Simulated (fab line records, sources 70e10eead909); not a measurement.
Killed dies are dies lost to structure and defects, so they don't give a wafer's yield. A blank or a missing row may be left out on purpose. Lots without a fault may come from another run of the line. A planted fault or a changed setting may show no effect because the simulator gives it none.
Problem report in the 8D (eight disciplines) form, filled by code | flow nand_harc | the parts of the form that need people (team, actions taken, sign-off) are left out

1. THE PROBLEM
run_length_s at NHARC_A_BLC_ETCH_16 reads a mean of 72.2 s on 4 wafers of 3 lots; wafers without a fault read 86.3 s with a standard deviation of 0.36. That is -39 standard deviations from the usual mean.
The step: etches the open film in CF4, target depth 39 nm, time 65 s.
First seen on wafer L835.3, day 20 14:38, on rie_diel-05. The record holds 40 wafers of 14 lots with a number at this step. Rule for "out", or "out of limits": more than 4 standard deviations from the usual mean. The other wafers with a number count as sound.

2. WHAT IT IS AND WHAT IT IS NOT
question                    | is                             | is not
which readings at this step | run_length_s                   | drypump_motor_current_A, oes_product_au, rf_vpp_V, showerhead_plenum_p_Torr, throttle_valve_pct
which lots                  | L830, L834, L835               | L820, L821, L823, L825, L827, L828, L829, L831, L833, L836, L842
which wafers of those lots  | L830.3, L834.1, L834.3, L835.3 | L830.4, L834.6, L835.4
read on which tools         | rie_diel-05                    | rie_diel-04, rie_diel-13
when                        | from day 20 14:38              | up to then (28 sound wafers); but 8 sound wafers of L830, L834, L836, L842 came after

3. SUSPECTS, AND WHAT RULES EACH OUT
Counting: a tool at a process step up to the reading stays a suspect if it ran every lot that is out. Sound lots after the first of them don't rule it out here, since some wafers of a struck lot are sound.
- rie_diel-05 at NHARC_A_BLC_ETCH_16 (etches the open film in CF4, target depth 39 nm, time 65 s): kept. It ran every lot that is out, first L835 (day 20 14:38); its last sound lot up to then is L833 (day 20 05:51). Its own readings are out on those wafers: run_length_s.
Left after counting: rie_diel-05 at NHARC_A_BLC_ETCH_16.

4. THE CAUSE (what the simulator had put in)
Process parameter drift: rie_diel-05, from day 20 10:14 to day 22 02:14, at NHARC_A_BLC_ETCH_16. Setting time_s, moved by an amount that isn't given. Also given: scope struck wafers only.
Counting left only this tool.

5. THE CHAIN OF EFFECTS, in route order
Each row: a reading whose mean over the struck wafers that have a number lies more than 3 standard deviations from the usual. Only readings for which the record gives a usual standard deviation are gone through. hours: the time from each lot's start at the first step in this table that gives one to its start at this step, as a median over the lots. sigmas: the change in usual standard deviations.
hours | step                | reading      | usual  | on struck wafers | change | sigmas
0     | NHARC_A_BLC_ETCH_16 | run_length_s | 86.3 s | 72.2             | -14.0  | -39
The process steps in it:
- NHARC_A_BLC_ETCH_16: etches the open film in CF4, target depth 39 nm, time 65 s.
Later measuring or inspecting steps at which every struck wafer that the step has a row for has a number for every such reading, and none has moved that far: NHARC_A_BLC_CD_MEAS_19.

6. WHAT WOULD HAVE CAUGHT IT SOONER
In this record the first reading out of limits was taken at day 20 14:38, 4 hours after the fault began at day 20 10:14.
